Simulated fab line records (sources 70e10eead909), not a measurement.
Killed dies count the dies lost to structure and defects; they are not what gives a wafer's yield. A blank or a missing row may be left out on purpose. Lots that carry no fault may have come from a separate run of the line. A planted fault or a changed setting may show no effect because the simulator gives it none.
Which tool is to blame? || flow nand harc || 24 lots, 72 wafers sampled, at 6 steps of a route of 1302

== WHAT THE GAUGES SHOWED, per wafer ==
NHARC_A_CONTACT_CD_MEAS_15. Usual: cd nm reads 190.1 nm (standard deviation 0.75).
{"lot": "L076", "measured": "day 22 23:20", "on": "cd sem-02", "cd nm (nm)": "190.6 190.8 190.7", "flag": ""}
{"lot": "L074", "measured": "day 23 01:05", "on": "cd sem-02", "cd nm (nm)": "189.9 190.5 189.6", "flag": ""}
{"lot": "L075", "measured": "day 23 07:44", "on": "cd sem-03", "cd nm (nm)": "191.4 190.3 189.9", "flag": ""}
{"lot": "L077", "measured": "day 24 01:23", "on": "cd sem-02", "cd nm (nm)": "191.6 190.8 191.5", "flag": ""}
{"lot": "L078", "measured": "day 24 03:17", "on": "cd sem-01", "cd nm (nm)": "189.1 189.2 189.7", "flag": ""}
{"lot": "L079", "measured": "day 24 06:45", "on": "cd sem-01", "cd nm (nm)": "191.0 191.2 191.1", "flag": ""}
{"lot": "L082", "measured": "day 24 21:04", "on": "cd sem-01", "cd nm (nm)": "190.3 191.0 190.1", "flag": ""}
{"lot": "L080", "measured": "day 25 00:13", "on": "cd sem-03", "cd nm (nm)": "188.4 189.3 188.6", "flag": ""}
{"lot": "L081", "measured": "day 25 02:00", "on": "cd sem-01", "cd nm (nm)": "189.7 190.2 190.2", "flag": ""}
{"lot": "L083", "measured": "day 26 10:39", "on": "cd sem-01", "cd nm (nm)": "190.2 190.1 189.9", "flag": ""}
{"lot": "L084", "measured": "day 26 22:30", "on": "cd sem-02", "cd nm (nm)": "190.7 190.2 190.1", "flag": ""}
{"lot": "L086", "measured": "day 27 08:47", "on": "cd sem-02", "cd nm (nm)": "189.9 190.7 189.9", "flag": ""}
{"lot": "L085", "measured": "day 27 11:56", "on": "cd sem-02", "cd nm (nm)": "189.7 189.5 189.7", "flag": ""}
{"lot": "L087", "measured": "day 28 07:29", "on": "cd sem-03", "cd nm (nm)": "191.0 190.5 190.5", "flag": ""}
{"lot": "L089", "measured": "day 28 15:00", "on": "cd sem-02", "cd nm (nm)": "190.6 190.4 190.9", "flag": ""}
{"lot": "L088", "measured": "day 28 22:32", "on": "cd sem-03", "cd nm (nm)": "189.9 189.5 190.2", "flag": ""}
{"lot": "L090", "measured": "day 30 04:33", "on": "cd sem-03", "cd nm (nm)": "189.5 190.4 190.3", "flag": ""}
{"lot": "L091", "measured": "day 30 14:27", "on": "cd sem-02", "cd nm (nm)": "190.6 190.8 189.3", "flag": ""}
{"lot": "L092", "measured": "day 30 16:08", "on": "cd sem-01", "cd nm (nm)": "190.0 190.0 189.8", "flag": ""}
{"lot": "L093", "measured": "day 30 19:51", "on": "cd sem-01", "cd nm (nm)": "189.6 189.2 189.5", "flag": ""}
{"lot": "L094", "measured": "day 31 00:44", "on": "cd sem-01", "cd nm (nm)": "189.6 188.9 189.4", "flag": ""}
{"lot": "L095", "measured": "day 31 06:08", "on": "cd sem-01", "cd nm (nm)": "188.6 189.3 188.6", "flag": ""}
{"lot": "L096", "measured": "day 31 06:47", "on": "cd sem-02", "cd nm (nm)": "189.3 189.4 190.1", "flag": ""}
{"lot": "L097", "measured": "day 31 20:09", "on": "cd sem-02", "cd nm (nm)": "189.4 190.0 189.7", "flag": ""}

== WHAT TOOL EACH LOT RAN ON (gives the tool, then ch and the chambers of the sampled wafers, and finally the start) ==
{"lot": "L076", "NHARC_A_CONTACT_ETCH_124": "har cap etch-02 ch 0,1, day 22 12:52", "NHARC_A_CONTACT_DEP_84": "acl dep-01 ch 0, day 22 17:34", "NHARC_A_CONTACT_ETCH_134": "har cap etch-02 ch 0,1, day 22 21:16", "NHARC_A_CONTACT_ETCH_136": "har cap etch-02 ch 0,1, day 22 21:44", "NHARC_A_CONTACT_ETCH_92": "rie diel-04 ch 0,3, day 22 23:07"}
{"lot": "L074", "NHARC_A_CONTACT_ETCH_124": "har cap etch-03 ch 0,1, day 22 14:25", "NHARC_A_CONTACT_DEP_84": "acl dep-02 ch 0, day 22 18:21", "NHARC_A_CONTACT_ETCH_134": "har cap etch-01 ch 1, day 22 22:23", "NHARC_A_CONTACT_ETCH_136": "har cap etch-01 ch 1, day 22 23:01", "NHARC_A_CONTACT_ETCH_92": "rie diel-04 ch 0,1, day 23 00:45"}
{"lot": "L075", "NHARC_A_CONTACT_ETCH_124": "har cap etch-03 ch 0,1, day 22 21:50", "NHARC_A_CONTACT_DEP_84": "acl dep-01 ch 0, day 23 01:42", "NHARC_A_CONTACT_ETCH_134": "har cap etch-01 ch 0,1, day 23 05:08", "NHARC_A_CONTACT_ETCH_136": "har cap etch-01 ch 0,1, day 23 05:46", "NHARC_A_CONTACT_ETCH_92": "rie diel-02 ch 0,1,2, day 23 07:31"}
{"lot": "L077", "NHARC_A_CONTACT_ETCH_124": "har cap etch-03 ch 0,1, day 23 13:25", "NHARC_A_CONTACT_DEP_84": "acl dep-03 ch 0, day 23 19:56", "NHARC_A_CONTACT_ETCH_134": "har cap etch-02 ch 1, day 23 23:18", "NHARC_A_CONTACT_ETCH_136": "har cap etch-02 ch 1, day 23 23:46", "NHARC_A_CONTACT_ETCH_92": "rie diel-02 ch 0,1, day 24 01:09"}
{"lot": "L078", "NHARC_A_CONTACT_ETCH_124": "har cap etch-01 ch 0,1, day 23 14:48", "NHARC_A_CONTACT_DEP_84": "acl dep-03 ch 0, day 23 21:58", "NHARC_A_CONTACT_ETCH_134": "har cap etch-02 ch 0,1, day 24 01:17", "NHARC_A_CONTACT_ETCH_136": "har cap etch-02 ch 0,1, day 24 01:47", "NHARC_A_CONTACT_ETCH_92": "rie diel-02 ch 0,1,2, day 24 03:06"}
{"lot": "L079", "NHARC_A_CONTACT_ETCH_124": "har cap etch-02 ch 0,1, day 23 17:22", "NHARC_A_CONTACT_DEP_84": "acl dep-03 ch 0, day 24 01:02", "NHARC_A_CONTACT_ETCH_134": "har cap etch-01 ch 0,1, day 24 04:41", "NHARC_A_CONTACT_ETCH_136": "har cap etch-01 ch 0,1, day 24 05:10", "NHARC_A_CONTACT_ETCH_92": "rie diel-04 ch 0,2,3, day 24 06:32"}
{"lot": "L082", "NHARC_A_CONTACT_ETCH_124": "har cap etch-02 ch 0,1, day 24 08:53", "NHARC_A_CONTACT_DEP_84": "acl dep-02 ch 0, day 24 15:16", "NHARC_A_CONTACT_ETCH_134": "har cap etch-01 ch 0,1, day 24 19:00", "NHARC_A_CONTACT_ETCH_136": "har cap etch-01 ch 0,1, day 24 19:28", "NHARC_A_CONTACT_ETCH_92": "rie diel-04 ch 0,1,2, day 24 20:52"}
{"lot": "L080", "NHARC_A_CONTACT_ETCH_124": "har cap etch-03 ch 0,1, day 24 12:22", "NHARC_A_CONTACT_DEP_84": "acl dep-03 ch 0, day 24 18:23", "NHARC_A_CONTACT_ETCH_134": "har cap etch-03 ch 0,1, day 24 22:10", "NHARC_A_CONTACT_ETCH_136": "har cap etch-03 ch 0,1, day 24 22:38", "NHARC_A_CONTACT_ETCH_92": "rie diel-04 ch 2,3, day 25 00:00"}
{"lot": "L081", "NHARC_A_CONTACT_ETCH_124": "har cap etch-02 ch 0,1, day 24 16:28", "NHARC_A_CONTACT_DEP_84": "acl dep-01 ch 0, day 24 20:28", "NHARC_A_CONTACT_ETCH_134": "har cap etch-02 ch 1, day 24 23:56", "NHARC_A_CONTACT_ETCH_136": "har cap etch-02 ch 1, day 25 00:25", "NHARC_A_CONTACT_ETCH_92": "rie diel-04 ch 0,1,3, day 25 01:49"}
{"lot": "L083", "NHARC_A_CONTACT_ETCH_124": "har cap etch-03 ch 0,1, day 25 23:42", "NHARC_A_CONTACT_DEP_84": "acl dep-02 ch 0, day 26 05:07", "NHARC_A_CONTACT_ETCH_134": "har cap etch-01 ch 1, day 26 08:35", "NHARC_A_CONTACT_ETCH_136": "har cap etch-01 ch 1, day 26 09:03", "NHARC_A_CONTACT_ETCH_92": "rie diel-04 ch 0,3, day 26 10:26"}
{"lot": "L084", "NHARC_A_CONTACT_ETCH_124": "har cap etch-02 ch 0,1, day 26 12:50", "NHARC_A_CONTACT_DEP_84": "acl dep-01 ch 0, day 26 16:41", "NHARC_A_CONTACT_ETCH_134": "har cap etch-02 ch 1, day 26 20:26", "NHARC_A_CONTACT_ETCH_136": "har cap etch-02 ch 1, day 26 20:55", "NHARC_A_CONTACT_ETCH_92": "rie diel-03 ch 0,1,3, day 26 22:17"}
{"lot": "L086", "NHARC_A_CONTACT_ETCH_124": "har cap etch-03 ch 0,1, day 26 23:19", "NHARC_A_CONTACT_DEP_84": "acl dep-01 ch 0, day 27 02:53", "NHARC_A_CONTACT_ETCH_134": "har cap etch-02 ch 0,1, day 27 06:44", "NHARC_A_CONTACT_ETCH_136": "har cap etch-02 ch 0,1, day 27 07:13", "NHARC_A_CONTACT_ETCH_92": "rie diel-02 ch 0,1,2, day 27 08:35"}
{"lot": "L085", "NHARC_A_CONTACT_ETCH_124": "har cap etch-01 ch 0,1, day 27 01:52", "NHARC_A_CONTACT_DEP_84": "acl dep-03 ch 0, day 27 06:11", "NHARC_A_CONTACT_ETCH_134": "har cap etch-01 ch 0,1, day 27 09:52", "NHARC_A_CONTACT_ETCH_136": "har cap etch-01 ch 0,1, day 27 10:20", "NHARC_A_CONTACT_ETCH_92": "rie diel-04 ch 0,2,3, day 27 11:43"}
{"lot": "L087", "NHARC_A_CONTACT_ETCH_124": "har cap etch-01 ch 0,1, day 27 21:00", "NHARC_A_CONTACT_DEP_84": "acl dep-02 ch 0, day 28 01:36", "NHARC_A_CONTACT_ETCH_134": "har cap etch-01 ch 0, day 28 05:25", "NHARC_A_CONTACT_ETCH_136": "har cap etch-01 ch 0, day 28 05:54", "NHARC_A_CONTACT_ETCH_92": "rie diel-04 ch 0,1,3, day 28 07:14"}
{"lot": "L089", "NHARC_A_CONTACT_ETCH_124": "har cap etch-02 ch 1, day 28 04:55", "NHARC_A_CONTACT_DEP_84": "acl dep-01 ch 0, day 28 08:37", "NHARC_A_CONTACT_ETCH_134": "har cap etch-01 ch 0,1, day 28 12:56", "NHARC_A_CONTACT_ETCH_136": "har cap etch-01 ch 0,1, day 28 13:25", "NHARC_A_CONTACT_ETCH_92": "rie diel-03 ch 0,2, day 28 14:48"}
{"lot": "L088", "NHARC_A_CONTACT_ETCH_124": "har cap etch-03 ch 0,1, day 28 12:20", "NHARC_A_CONTACT_DEP_84": "acl dep-01 ch 0, day 28 16:48", "NHARC_A_CONTACT_ETCH_134": "har cap etch-02 ch 0,1, day 28 20:28", "NHARC_A_CONTACT_ETCH_136": "har cap etch-02 ch 0,1, day 28 20:56", "NHARC_A_CONTACT_ETCH_92": "rie diel-04 ch 0,1,3, day 28 22:20"}
{"lot": "L090", "NHARC_A_CONTACT_ETCH_124": "har cap etch-03 ch 0,1, day 29 18:50", "NHARC_A_CONTACT_DEP_84": "acl dep-01 ch 0, day 29 22:58", "NHARC_A_CONTACT_ETCH_134": "har cap etch-01 ch 1, day 30 02:31", "NHARC_A_CONTACT_ETCH_136": "har cap etch-01 ch 1, day 30 03:00", "NHARC_A_CONTACT_ETCH_92": "rie diel-03 ch 0,1, day 30 04:20"}
{"lot": "L091", "NHARC_A_CONTACT_ETCH_124": "har cap etch-03 ch 0,1, day 30 01:46", "NHARC_A_CONTACT_DEP_84": "acl dep-02 ch 0, day 30 08:39", "NHARC_A_CONTACT_ETCH_134": "har cap etch-03 ch 0,1, day 30 12:23", "NHARC_A_CONTACT_ETCH_136": "har cap etch-03 ch 0,1, day 30 12:52", "NHARC_A_CONTACT_ETCH_92": "rie diel-03 ch 0,1,3, day 30 14:15"}
{"lot": "L092", "NHARC_A_CONTACT_ETCH_124": "har cap etch-02 ch 0,1, day 30 02:52", "NHARC_A_CONTACT_DEP_84": "acl dep-02 ch 0, day 30 11:13", "NHARC_A_CONTACT_ETCH_134": "har cap etch-02 ch 0,1, day 30 14:10", "NHARC_A_CONTACT_ETCH_136": "har cap etch-02 ch 0,1, day 30 14:40", "NHARC_A_CONTACT_ETCH_92": "rie diel-02 ch 0,1, day 30 15:55"}
{"lot": "L093", "NHARC_A_CONTACT_ETCH_124": "har cap etch-01 ch 0,1, day 30 08:01", "NHARC_A_CONTACT_DEP_84": "acl dep-02 ch 0, day 30 14:16", "NHARC_A_CONTACT_ETCH_134": "har cap etch-01 ch 1, day 30 17:47", "NHARC_A_CONTACT_ETCH_136": "har cap etch-01 ch 1, day 30 18:16", "NHARC_A_CONTACT_ETCH_92": "rie diel-03 ch 0,1, day 30 19:38"}
{"lot": "L094", "NHARC_A_CONTACT_ETCH_124": "har cap etch-01 ch 0,1, day 30 11:00", "NHARC_A_CONTACT_DEP_84": "acl dep-02 ch 0, day 30 18:54", "NHARC_A_CONTACT_ETCH_134": "har cap etch-03 ch 0,1, day 30 22:40", "NHARC_A_CONTACT_ETCH_136": "har cap etch-03 ch 0,1, day 30 23:09", "NHARC_A_CONTACT_ETCH_92": "rie diel-04 ch 0,1,3, day 31 00:31"}
{"lot": "L095", "NHARC_A_CONTACT_ETCH_124": "har cap etch-03 ch 0,1, day 30 20:34", "NHARC_A_CONTACT_DEP_84": "acl dep-03 ch 0, day 31 00:40", "NHARC_A_CONTACT_ETCH_134": "har cap etch-02 ch 0,1, day 31 04:08", "NHARC_A_CONTACT_ETCH_136": "har cap etch-02 ch 0,1, day 31 04:38", "NHARC_A_CONTACT_ETCH_92": "rie diel-04 ch 0,1,3, day 31 05:57"}
{"lot": "L096", "NHARC_A_CONTACT_ETCH_124": "har cap etch-02 ch 0,1, day 30 21:14", "NHARC_A_CONTACT_DEP_84": "acl dep-02 ch 0, day 31 01:08", "NHARC_A_CONTACT_ETCH_134": "har cap etch-03 ch 0,1, day 31 04:37", "NHARC_A_CONTACT_ETCH_136": "har cap etch-03 ch 0,1, day 31 05:05", "NHARC_A_CONTACT_ETCH_92": "rie diel-04 ch 1,2,3, day 31 06:28"}
{"lot": "L097", "NHARC_A_CONTACT_ETCH_124": "har cap etch-01 ch 0,1, day 31 08:35", "NHARC_A_CONTACT_DEP_84": "acl dep-03 ch 0, day 31 14:23", "NHARC_A_CONTACT_ETCH_134": "har cap etch-03 ch 0,1, day 31 18:00", "NHARC_A_CONTACT_ETCH_136": "har cap etch-03 ch 0,1, day 31 18:32", "NHARC_A_CONTACT_ETCH_92": "rie diel-04 ch 0,2, day 31 19:56"}
- NHARC_A_CONTACT_ETCH_124: etches the open film in C4F8/O2/Ar, time 140 s, target depth 700 nm.
- NHARC_A_CONTACT_DEP_84: deposits aC, target thk 2800 nm.
- NHARC_A_CONTACT_ETCH_134: etches the open film in C4F8/O2/Ar, time 140 s, target depth 700 nm.
- NHARC_A_CONTACT_ETCH_136: etches the open film in C4F8/O2/Ar, time 311 s, target depth 1912 nm.
- NHARC_A_CONTACT_ETCH_92: etches the open film in CH3F/O2, target depth 40 nm, time 85.7 s.

== AS READ BY THE TOOLS THEMSELVES (means over the sampled wafers that have a number; for cases with no such wafer, the mark the record gives instead) ==
NHARC_A_CONTACT_DEP_84. Usual: throttle valve pct reads 35.000 % (standard deviation 0.009).
{"lot": "L076", "tool": "acl dep-01", "throttle valve pct (%)": 34.995, "flag": ""}
{"lot": "L074", "tool": "acl dep-02", "throttle valve pct (%)": 35.002, "flag": ""}
{"lot": "L075", "tool": "acl dep-01", "throttle valve pct (%)": 34.998, "flag": ""}
{"lot": "L077", "tool": "acl dep-03", "throttle valve pct (%)": 35.001, "flag": ""}
{"lot": "L078", "tool": "acl dep-03", "throttle valve pct (%)": 35.002, "flag": ""}
{"lot": "L079", "tool": "acl dep-03", "throttle valve pct (%)": 34.998, "flag": ""}
{"lot": "L082", "tool": "acl dep-02", "throttle valve pct (%)": 35.003, "flag": ""}
{"lot": "L080", "tool": "acl dep-03", "throttle valve pct (%)": 34.996, "flag": ""}
{"lot": "L081", "tool": "acl dep-01", "throttle valve pct (%)": 35.005, "flag": ""}
{"lot": "L083", "tool": "acl dep-02", "throttle valve pct (%)": 34.998, "flag": ""}
{"lot": "L084", "tool": "acl dep-01", "throttle valve pct (%)": 35.001, "flag": ""}
{"lot": "L086", "tool": "acl dep-01", "throttle valve pct (%)": 35.008, "flag": ""}
{"lot": "L085", "tool": "acl dep-03", "throttle valve pct (%)": 35.000, "flag": ""}
{"lot": "L087", "tool": "acl dep-02", "throttle valve pct (%)": 35.000, "flag": ""}
{"lot": "L089", "tool": "acl dep-01", "throttle valve pct (%)": 34.996, "flag": ""}
{"lot": "L088", "tool": "acl dep-01", "throttle valve pct (%)": 34.988, "flag": ""}
{"lot": "L090", "tool": "acl dep-01", "throttle valve pct (%)": 34.998, "flag": ""}
{"lot": "L091", "tool": "acl dep-02", "throttle valve pct (%)": 34.997, "flag": ""}
{"lot": "L092", "tool": "acl dep-02", "throttle valve pct (%)": 35.010, "flag": ""}
{"lot": "L093", "tool": "acl dep-02", "throttle valve pct (%)": 35.006, "flag": ""}
{"lot": "L094", "tool": "acl dep-02", "throttle valve pct (%)": 35.004, "flag": ""}
{"lot": "L095", "tool": "acl dep-03", "throttle valve pct (%)": 35.011, "flag": ""}
{"lot": "L096", "tool": "acl dep-02", "throttle valve pct (%)": 35.009, "flag": ""}
{"lot": "L097", "tool": "acl dep-03", "throttle valve pct (%)": 34.995, "flag": ""}

NHARC_A_CONTACT_ETCH_92. Usual: drypump motor current A 5.6 A, standard deviation 0.45; oes product au 0.94 a.u., standard deviation 0.031; rf vpp V 244.6 V, standard deviation 1.9; showerhead plenum p Torr 2.47 Torr, standard deviation 0.12; throttle valve pct 20.662 %, standard deviation 0.009.
{"lot": "L076", "tool": "rie diel-04", "drypump motor current A (A)": 5.2, "oes product au (a.u.)": 1.01, "rf vpp V (V)": 243.6, "showerhead plenum p Torr (Torr)": 2.35, "throttle valve pct (%)": 20.662, "flag": ""}
{"lot": "L074", "tool": "rie diel-04", "drypump motor current A (A)": 6.2, "oes product au (a.u.)": 0.99, "rf vpp V (V)": 244.5, "showerhead plenum p Torr (Torr)": 2.49, "throttle valve pct (%)": 20.656, "flag": ""}
{"lot": "L075", "tool": "rie diel-02", "drypump motor current A (A)": 5.8, "oes product au (a.u.)": 0.93, "rf vpp V (V)": 245.4, "showerhead plenum p Torr (Torr)": 2.48, "throttle valve pct (%)": 20.671, "flag": ""}
{"lot": "L077", "tool": "rie diel-02", "drypump motor current A (A)": 5.7, "oes product au (a.u.)": 0.92, "rf vpp V (V)": 244.8, "showerhead plenum p Torr (Torr)": 2.52, "throttle valve pct (%)": 20.667, "flag": ""}
{"lot": "L078", "tool": "rie diel-02", "drypump motor current A (A)": 5.8, "oes product au (a.u.)": 0.93, "rf vpp V (V)": 244.6, "showerhead plenum p Torr (Torr)": 2.48, "throttle valve pct (%)": 20.664, "flag": ""}
{"lot": "L079", "tool": "rie diel-04", "drypump motor current A (A)": 5.5, "oes product au (a.u.)": 0.93, "rf vpp V (V)": 243.8, "showerhead plenum p Torr (Torr)": 2.41, "throttle valve pct (%)": 20.669, "flag": ""}
{"lot": "L082", "tool": "rie diel-04", "drypump motor current A (A)": 6.0, "oes product au (a.u.)": 0.91, "rf vpp V (V)": 244.2, "showerhead plenum p Torr (Torr)": 2.48, "throttle valve pct (%)": 20.663, "flag": ""}
{"lot": "L080", "tool": "rie diel-04", "drypump motor current A (A)": 5.3, "oes product au (a.u.)": 0.92, "rf vpp V (V)": 244.8, "showerhead plenum p Torr (Torr)": 2.49, "throttle valve pct (%)": 20.662, "flag": ""}
{"lot": "L081", "tool": "rie diel-04", "drypump motor current A (A)": 5.7, "oes product au (a.u.)": 0.92, "rf vpp V (V)": 244.4, "showerhead plenum p Torr (Torr)": 2.41, "throttle valve pct (%)": 20.652, "flag": ""}
{"lot": "L083", "tool": "rie diel-04", "drypump motor current A (A)": 5.7, "oes product au (a.u.)": 0.94, "rf vpp V (V)": 242.3, "showerhead plenum p Torr (Torr)": 2.33, "throttle valve pct (%)": 20.669, "flag": ""}
{"lot": "L084", "tool": "rie diel-03", "drypump motor current A (A)": 5.5, "oes product au (a.u.)": 0.91, "rf vpp V (V)": 246.0, "showerhead plenum p Torr (Torr)": 2.55, "throttle valve pct (%)": 20.660, "flag": ""}
{"lot": "L086", "tool": "rie diel-02", "drypump motor current A (A)": 5.7, "oes product au (a.u.)": 0.99, "rf vpp V (V)": 246.1, "showerhead plenum p Torr (Torr)": 2.60, "throttle valve pct (%)": 20.645, "flag": ""}
{"lot": "L085", "tool": "rie diel-04", "drypump motor current A (A)": 5.5, "oes product au (a.u.)": 0.92, "rf vpp V (V)": 243.7, "showerhead plenum p Torr (Torr)": 2.41, "throttle valve pct (%)": 20.665, "flag": ""}
{"lot": "L087", "tool": "rie diel-04", "drypump motor current A (A)": 5.7, "oes product au (a.u.)": 0.92, "rf vpp V (V)": 243.5, "showerhead plenum p Torr (Torr)": 2.41, "throttle valve pct (%)": 20.658, "flag": ""}
{"lot": "L089", "tool": "rie diel-03", "drypump motor current A (A)": 5.3, "oes product au (a.u.)": 0.91, "rf vpp V (V)": 245.7, "showerhead plenum p Torr (Torr)": 2.58, "throttle valve pct (%)": 20.664, "flag": ""}
{"lot": "L088", "tool": "rie diel-04", "drypump motor current A (A)": 5.7, "oes product au (a.u.)": 0.94, "rf vpp V (V)": 243.8, "showerhead plenum p Torr (Torr)": 2.41, "throttle valve pct (%)": 20.662, "flag": ""}
{"lot": "L090", "tool": "rie diel-03", "drypump motor current A (A)": 5.6, "oes product au (a.u.)": 0.99, "rf vpp V (V)": 246.7, "showerhead plenum p Torr (Torr)": 2.61, "throttle valve pct (%)": 20.662, "flag": ""}
{"lot": "L091", "tool": "rie diel-03", "drypump motor current A (A)": 5.6, "oes product au (a.u.)": 0.92, "rf vpp V (V)": 246.4, "showerhead plenum p Torr (Torr)": 2.54, "throttle valve pct (%)": 20.668, "flag": ""}
{"lot": "L092", "tool": "rie diel-02", "drypump motor current A (A)": 5.7, "oes product au (a.u.)": 0.91, "rf vpp V (V)": 246.6, "showerhead plenum p Torr (Torr)": 2.63, "throttle valve pct (%)": 20.656, "flag": ""}
{"lot": "L093", "tool": "rie diel-03", "drypump motor current A (A)": 5.6, "oes product au (a.u.)": 0.92, "rf vpp V (V)": 245.6, "showerhead plenum p Torr (Torr)": 2.61, "throttle valve pct (%)": 20.662, "flag": ""}
{"lot": "L094", "tool": "rie diel-04", "drypump motor current A (A)": 5.7, "oes product au (a.u.)": 0.99, "rf vpp V (V)": 243.5, "showerhead plenum p Torr (Torr)": 2.41, "throttle valve pct (%)": 20.659, "flag": ""}
{"lot": "L095", "tool": "rie diel-04", "drypump motor current A (A)": 5.7, "oes product au (a.u.)": 0.99, "rf vpp V (V)": 243.0, "showerhead plenum p Torr (Torr)": 2.40, "throttle valve pct (%)": 20.657, "flag": ""}
{"lot": "L096", "tool": "rie diel-04", "drypump motor current A (A)": 5.5, "oes product au (a.u.)": 0.92, "rf vpp V (V)": 244.5, "showerhead plenum p Torr (Torr)": 2.48, "throttle valve pct (%)": 20.667, "flag": ""}
{"lot": "L097", "tool": "rie diel-04", "drypump motor current A (A)": 5.8, "oes product au (a.u.)": 0.93, "rf vpp V (V)": 244.5, "showerhead plenum p Torr (Torr)": 2.47, "throttle valve pct (%)": 20.658, "flag": ""}

== THE ANSWER, worked out from the rows above alone ==
Rule: lot off if the mean of its wafers having a number is beyond 3 standard deviations from the usual mean. Also off: a lot with no number at a reading for which 4 or more lots have one. Any other lot the step has rows for is counted as sound. The gauges are gone through in route order, then the tools' own readings, and for those a lot's mean is taken as printed above. The first step at which some lot is off is used, and at that step the reading that is off furthest; a lot without a number counts as furthest.
No lot is off on any of the readings shown, so nothing can be concluded from this.

== WHAT HAD BEEN PUT IN BY THE SIMULATOR ==
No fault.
